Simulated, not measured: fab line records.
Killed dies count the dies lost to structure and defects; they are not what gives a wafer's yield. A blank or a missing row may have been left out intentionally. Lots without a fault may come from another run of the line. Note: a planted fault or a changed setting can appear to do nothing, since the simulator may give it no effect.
The tool behind it: which one? || flow nand harc || Sampling: 24 lots, 72 wafers, 6 of 1302 route steps

== WHAT EACH GAUGE READ, for each wafer ==
NHARC_A_CONTACT_INSPECT_71. Usual: raw defect count 80, standard deviation 36.
{"lot": "L076", "measured": "day 22 07:05", "on": "defect inspect-02", "raw defect count": "67 72 72", "flag": ""}
{"lot": "L074", "measured": "day 22 07:14", "on": "defect inspect-02", "raw defect count": "45 57 48", "flag": ""}
{"lot": "L075", "measured": "day 22 10:14", "on": "defect inspect-02", "raw defect count": "92 81 106", "flag": ""}
{"lot": "L077", "measured": "day 23 16:12", "on": "defect inspect-01", "raw defect count": "70 70 77", "flag": ""}
{"lot": "L079", "measured": "day 23 19:24", "on": "defect inspect-02", "raw defect count": "52 74 68", "flag": ""}
{"lot": "L078", "measured": "day 23 22:02", "on": "defect inspect-01", "raw defect count": "160 133 159", "flag": ""}
{"lot": "L080", "measured": "day 24 14:46", "on": "defect inspect-02", "raw defect count": "79 65 63", "flag": ""}
{"lot": "L081", "measured": "day 25 11:14", "on": "defect inspect-02", "raw defect count": "107 94 107", "flag": ""}
{"lot": "L082", "measured": "day 25 15:23", "on": "defect inspect-01", "raw defect count": "62 66 76", "flag": ""}
{"lot": "L083", "measured": "day 25 20:31", "on": "defect inspect-02", "raw defect count": "91 87 89", "flag": ""}
{"lot": "L084", "measured": "day 25 20:43", "on": "defect inspect-01", "raw defect count": "84 90 84", "flag": ""}
{"lot": "L085", "measured": "day 26 11:12", "on": "defect inspect-02", "raw defect count": "153 125 136", "flag": ""}
{"lot": "L086", "measured": "day 26 11:30", "on": "defect inspect-01", "raw defect count": "17 13 18", "flag": ""}
{"lot": "L088", "measured": "day 27 13:33", "on": "defect inspect-02", "raw defect count": "89 114 96", "flag": ""}
{"lot": "L089", "measured": "day 27 14:57", "on": "defect inspect-01", "raw defect count": "63 76 58", "flag": ""}
{"lot": "L087", "measured": "day 27 20:09", "on": "defect inspect-02", "raw defect count": "147 140 165", "flag": ""}
{"lot": "L091", "measured": "day 28 23:49", "on": "defect inspect-02", "raw defect count": "27 35 35", "flag": ""}
{"lot": "L092", "measured": "day 29 07:10", "on": "defect inspect-01", "raw defect count": "72 73 84", "flag": ""}
{"lot": "L090", "measured": "day 29 08:37", "on": "defect inspect-02", "raw defect count": "58 55 64", "flag": ""}
{"lot": "L093", "measured": "day 29 23:02", "on": "defect inspect-02", "raw defect count": "74 68 79", "flag": ""}
{"lot": "L097", "measured": "day 31 01:35", "on": "defect inspect-02", "raw defect count": "83 77 90", "flag": ""}
{"lot": "L094", "measured": "day 31 06:04", "on": "defect inspect-01", "raw defect count": "13 25 29", "flag": ""}
{"lot": "L095", "measured": "day 31 07:35", "on": "defect inspect-02", "raw defect count": "130 123 123", "flag": ""}
{"lot": "L096", "measured": "day 31 12:23", "on": "defect inspect-01", "raw defect count": "71 73 63", "flag": ""}

== TOOL THAT RAN EACH LOT (tool first, then ch and the chambers of the sampled wafers, then the start) ==
{"lot": "L076", "NHARC_A_CONTACT_ETCH_116": "har cap etch-02 ch 0,1, day 21 21:55", "NHARC_A_CONTACT_ETCH_117": "har cap etch-02 ch 0,1, day 21 22:05", "NHARC_A_CONTACT_ETCH_118": "har cap etch-02 ch 0,1, day 21 22:15", "NHARC_A_CONTACT_ETCH_120": "har cap etch-02 ch 0,1, day 21 22:35", "NHARC_A_CONTACT_ETCH_121": "har cap etch-02 ch 0,1, day 21 22:46"}
{"lot": "L074", "NHARC_A_CONTACT_ETCH_116": "har cap etch-03 ch 0,1, day 21 23:19", "NHARC_A_CONTACT_ETCH_117": "har cap etch-03 ch 0,1, day 21 23:29", "NHARC_A_CONTACT_ETCH_118": "har cap etch-03 ch 0,1, day 21 23:40", "NHARC_A_CONTACT_ETCH_120": "har cap etch-03 ch 0,1, day 22 00:00", "NHARC_A_CONTACT_ETCH_121": "har cap etch-03 ch 0,1, day 22 00:10"}
{"lot": "L075", "NHARC_A_CONTACT_ETCH_116": "har cap etch-02 ch 0,1, day 22 01:53", "NHARC_A_CONTACT_ETCH_117": "har cap etch-02 ch 0,1, day 22 02:03", "NHARC_A_CONTACT_ETCH_118": "har cap etch-02 ch 0,1, day 22 02:13", "NHARC_A_CONTACT_ETCH_120": "har cap etch-02 ch 0,1, day 22 02:34", "NHARC_A_CONTACT_ETCH_121": "har cap etch-02 ch 0,1, day 22 02:44"}
{"lot": "L077", "NHARC_A_CONTACT_ETCH_116": "har cap etch-02 ch 0,1, day 23 08:47", "NHARC_A_CONTACT_ETCH_117": "har cap etch-02 ch 0,1, day 23 08:57", "NHARC_A_CONTACT_ETCH_118": "har cap etch-02 ch 0,1, day 23 09:07", "NHARC_A_CONTACT_ETCH_120": "har cap etch-02 ch 0,1, day 23 09:28", "NHARC_A_CONTACT_ETCH_121": "har cap etch-02 ch 0,1, day 23 09:38"}
{"lot": "L079", "NHARC_A_CONTACT_ETCH_116": "har cap etch-03 ch 0,1, day 23 08:59", "NHARC_A_CONTACT_ETCH_117": "har cap etch-03 ch 0,1, day 23 09:10", "NHARC_A_CONTACT_ETCH_118": "har cap etch-03 ch 0,1, day 23 09:20", "NHARC_A_CONTACT_ETCH_120": "har cap etch-03 ch 0,1, day 23 09:40", "NHARC_A_CONTACT_ETCH_121": "har cap etch-03 ch 0,1, day 23 09:50"}
{"lot": "L078", "NHARC_A_CONTACT_ETCH_116": "har cap etch-01 ch 0,1, day 23 12:59", "NHARC_A_CONTACT_ETCH_117": "har cap etch-01 ch 0,1, day 23 13:10", "NHARC_A_CONTACT_ETCH_118": "har cap etch-01 ch 0,1, day 23 13:20", "NHARC_A_CONTACT_ETCH_120": "har cap etch-01 ch 0,1, day 23 13:40", "NHARC_A_CONTACT_ETCH_121": "har cap etch-01 ch 0,1, day 23 13:50"}
{"lot": "L080", "NHARC_A_CONTACT_ETCH_116": "har cap etch-03 ch 0,1, day 24 05:38", "NHARC_A_CONTACT_ETCH_117": "har cap etch-03 ch 0,1, day 24 05:49", "NHARC_A_CONTACT_ETCH_118": "har cap etch-03 ch 0,1, day 24 05:59", "NHARC_A_CONTACT_ETCH_120": "har cap etch-03 ch 0,1, day 24 06:20", "NHARC_A_CONTACT_ETCH_121": "har cap etch-03 ch 0,1, day 24 06:30"}
{"lot": "L081", "NHARC_A_CONTACT_ETCH_116": "har cap etch-02 ch 0,1, day 25 01:17", "NHARC_A_CONTACT_ETCH_117": "har cap etch-02 ch 0,1, day 25 01:31", "NHARC_A_CONTACT_ETCH_118": "har cap etch-02 ch 0,1, day 25 01:44", "NHARC_A_CONTACT_ETCH_120": "har cap etch-02 ch 0,1, day 25 02:12", "NHARC_A_CONTACT_ETCH_121": "har cap etch-02 ch 0,1, day 25 02:26"}
{"lot": "L082", "NHARC_A_CONTACT_ETCH_116": "har cap etch-01 ch 0,1, day 25 05:00", "NHARC_A_CONTACT_ETCH_117": "har cap etch-01 ch 0,1, day 25 05:10", "NHARC_A_CONTACT_ETCH_118": "har cap etch-01 ch 0,1, day 25 05:20", "NHARC_A_CONTACT_ETCH_120": "har cap etch-01 ch 0,1, day 25 05:41", "NHARC_A_CONTACT_ETCH_121": "har cap etch-01 ch 0,1, day 25 05:51"}
{"lot": "L083", "NHARC_A_CONTACT_ETCH_116": "har cap etch-03 ch 0,1, day 25 08:41", "NHARC_A_CONTACT_ETCH_117": "har cap etch-03 ch 0,1, day 25 08:51", "NHARC_A_CONTACT_ETCH_118": "har cap etch-03 ch 0,1, day 25 09:01", "NHARC_A_CONTACT_ETCH_120": "har cap etch-03 ch 0,1, day 25 09:22", "NHARC_A_CONTACT_ETCH_121": "har cap etch-03 ch 0,1, day 25 09:32"}
{"lot": "L084", "NHARC_A_CONTACT_ETCH_116": "har cap etch-02 ch 0,1, day 25 09:31", "NHARC_A_CONTACT_ETCH_117": "har cap etch-02 ch 0,1, day 25 09:41", "NHARC_A_CONTACT_ETCH_118": "har cap etch-02 ch 0,1, day 25 09:52", "NHARC_A_CONTACT_ETCH_120": "har cap etch-02 ch 0,1, day 25 10:11", "NHARC_A_CONTACT_ETCH_121": "har cap etch-02 ch 0,1, day 25 10:22"}
{"lot": "L085", "NHARC_A_CONTACT_ETCH_116": "har cap etch-02 ch 0,1, day 26 03:06", "NHARC_A_CONTACT_ETCH_117": "har cap etch-02 ch 0,1, day 26 03:16", "NHARC_A_CONTACT_ETCH_118": "har cap etch-02 ch 0,1, day 26 03:26", "NHARC_A_CONTACT_ETCH_120": "har cap etch-02 ch 0,1, day 26 03:47", "NHARC_A_CONTACT_ETCH_121": "har cap etch-02 ch 0,1, day 26 03:57"}
{"lot": "L086", "NHARC_A_CONTACT_ETCH_116": "har cap etch-01 ch 0,1, day 26 03:46", "NHARC_A_CONTACT_ETCH_117": "har cap etch-01 ch 0,1, day 26 03:56", "NHARC_A_CONTACT_ETCH_118": "har cap etch-01 ch 0,1, day 26 04:06", "NHARC_A_CONTACT_ETCH_120": "har cap etch-01 ch 0,1, day 26 04:27", "NHARC_A_CONTACT_ETCH_121": "har cap etch-01 ch 0,1, day 26 04:37"}
{"lot": "L088", "NHARC_A_CONTACT_ETCH_116": "har cap etch-02 ch 0,1, day 27 06:02", "NHARC_A_CONTACT_ETCH_117": "har cap etch-02 ch 0,1, day 27 06:13", "NHARC_A_CONTACT_ETCH_118": "har cap etch-02 ch 0,1, day 27 06:23", "NHARC_A_CONTACT_ETCH_120": "har cap etch-02 ch 0,1, day 27 06:44", "NHARC_A_CONTACT_ETCH_121": "har cap etch-02 ch 0,1, day 27 06:54"}
{"lot": "L089", "NHARC_A_CONTACT_ETCH_116": "har cap etch-01 ch 0,1, day 27 07:32", "NHARC_A_CONTACT_ETCH_117": "har cap etch-01 ch 0,1, day 27 07:43", "NHARC_A_CONTACT_ETCH_118": "har cap etch-01 ch 0,1, day 27 07:53", "NHARC_A_CONTACT_ETCH_120": "har cap etch-01 ch 0,1, day 27 08:13", "NHARC_A_CONTACT_ETCH_121": "har cap etch-01 ch 0,1, day 27 08:24"}
{"lot": "L087", "NHARC_A_CONTACT_ETCH_116": "har cap etch-03 ch 0,1, day 27 12:43", "NHARC_A_CONTACT_ETCH_117": "har cap etch-03 ch 0,1, day 27 12:53", "NHARC_A_CONTACT_ETCH_118": "har cap etch-03 ch 0,1, day 27 13:03", "NHARC_A_CONTACT_ETCH_120": "har cap etch-03 ch 0,1, day 27 13:23", "NHARC_A_CONTACT_ETCH_121": "har cap etch-03 ch 0,1, day 27 13:34"}
{"lot": "L091", "NHARC_A_CONTACT_ETCH_116": "har cap etch-02 ch 0, day 28 14:41", "NHARC_A_CONTACT_ETCH_117": "har cap etch-02 ch 0, day 28 14:52", "NHARC_A_CONTACT_ETCH_118": "har cap etch-02 ch 0, day 28 15:02", "NHARC_A_CONTACT_ETCH_120": "har cap etch-02 ch 0, day 28 15:22", "NHARC_A_CONTACT_ETCH_121": "har cap etch-02 ch 0, day 28 15:32"}
{"lot": "L092", "NHARC_A_CONTACT_ETCH_116": "har cap etch-01 ch 0,1, day 28 19:05", "NHARC_A_CONTACT_ETCH_117": "har cap etch-01 ch 0,1, day 28 19:16", "NHARC_A_CONTACT_ETCH_118": "har cap etch-01 ch 0,1, day 28 19:26", "NHARC_A_CONTACT_ETCH_120": "har cap etch-01 ch 0,1, day 28 19:47", "NHARC_A_CONTACT_ETCH_121": "har cap etch-01 ch 0,1, day 28 19:57"}
{"lot": "L090", "NHARC_A_CONTACT_ETCH_116": "har cap etch-03 ch 0,1, day 28 19:27", "NHARC_A_CONTACT_ETCH_117": "har cap etch-03 ch 0,1, day 28 19:37", "NHARC_A_CONTACT_ETCH_118": "har cap etch-03 ch 0,1, day 28 19:47", "NHARC_A_CONTACT_ETCH_120": "har cap etch-03 ch 0,1, day 28 20:08", "NHARC_A_CONTACT_ETCH_121": "har cap etch-03 ch 0,1, day 28 20:18"}
{"lot": "L093", "NHARC_A_CONTACT_ETCH_116": "har cap etch-01 ch 0,1, day 29 15:49", "NHARC_A_CONTACT_ETCH_117": "har cap etch-01 ch 0,1, day 29 16:00", "NHARC_A_CONTACT_ETCH_118": "har cap etch-01 ch 0,1, day 29 16:10", "NHARC_A_CONTACT_ETCH_120": "har cap etch-01 ch 0,1, day 29 16:31", "NHARC_A_CONTACT_ETCH_121": "har cap etch-01 ch 0,1, day 29 16:41"}
{"lot": "L097", "NHARC_A_CONTACT_ETCH_116": "har cap etch-02 ch 0,1, day 30 14:28", "NHARC_A_CONTACT_ETCH_117": "har cap etch-02 ch 0,1, day 30 14:38", "NHARC_A_CONTACT_ETCH_118": "har cap etch-02 ch 0,1, day 30 14:49", "NHARC_A_CONTACT_ETCH_120": "har cap etch-02 ch 0,1, day 30 15:09", "NHARC_A_CONTACT_ETCH_121": "har cap etch-02 ch 0,1, day 30 15:19"}
{"lot": "L094", "NHARC_A_CONTACT_ETCH_116": "har cap etch-01 ch 0,1, day 30 22:43", "NHARC_A_CONTACT_ETCH_117": "har cap etch-01 ch 0,1, day 30 22:53", "NHARC_A_CONTACT_ETCH_118": "har cap etch-01 ch 0,1, day 30 23:03", "NHARC_A_CONTACT_ETCH_120": "har cap etch-01 ch 0,1, day 30 23:23", "NHARC_A_CONTACT_ETCH_121": "har cap etch-01 ch 0,1, day 30 23:34"}
{"lot": "L095", "NHARC_A_CONTACT_ETCH_116": "har cap etch-03 ch 1, day 30 23:27", "NHARC_A_CONTACT_ETCH_117": "har cap etch-03 ch 1, day 30 23:37", "NHARC_A_CONTACT_ETCH_118": "har cap etch-03 ch 1, day 30 23:47", "NHARC_A_CONTACT_ETCH_120": "har cap etch-03 ch 1, day 31 00:08", "NHARC_A_CONTACT_ETCH_121": "har cap etch-03 ch 1, day 31 00:18"}
{"lot": "L096", "NHARC_A_CONTACT_ETCH_116": "har cap etch-02 ch 0,1, day 31 03:34", "NHARC_A_CONTACT_ETCH_117": "har cap etch-02 ch 0,1, day 31 03:44", "NHARC_A_CONTACT_ETCH_118": "har cap etch-02 ch 0,1, day 31 03:55", "NHARC_A_CONTACT_ETCH_120": "har cap etch-02 ch 0,1, day 31 04:15", "NHARC_A_CONTACT_ETCH_121": "har cap etch-02 ch 0,1, day 31 04:25"}
- NHARC_A_CONTACT_ETCH_116: etches the open film in C4F8/O2/Ar, time 190 s, target depth 1850 nm.
- NHARC_A_CONTACT_ETCH_117: etches the open film in C4F8/O2/Ar, time 190 s, target depth 1850 nm.
- NHARC_A_CONTACT_ETCH_118: etches the open film in C4F8/O2/Ar, time 190 s, target depth 1850 nm.
- NHARC_A_CONTACT_ETCH_120: etches the open film in C4F8/O2/Ar, time 190 s, target depth 1850 nm.
- NHARC_A_CONTACT_ETCH_121: etches the open film in C4F8/O2/Ar, time 190 s, target depth 1850 nm.

== AS READ BY THE TOOLS THEMSELVES (means over the sampled wafers that have a number; for cases with no such wafer, the mark the record gives instead) ==
The record holds no such reading with a usual standard deviation.

== THE ANSWER, worked out from the rows above alone ==
Rule: a lot counts as off when the mean over its wafers that have a number is more than 3 standard deviations away from the usual mean. A lot without any number at a reading at which 4 lots or more have one is off too. Where the step has rows for the other lots, those lots are counted as sound. Order of review: gauges by route order, followed by the tools' own readings, for which a lot's mean as printed above is used. The first step at which some lot is off is used, and at that step the reading that is off furthest; a lot without a number counts as furthest.
No lot is off at any reading shown: from this, nothing can be told.

== WHAT HAD BEEN PUT IN BY THE SIMULATOR ==
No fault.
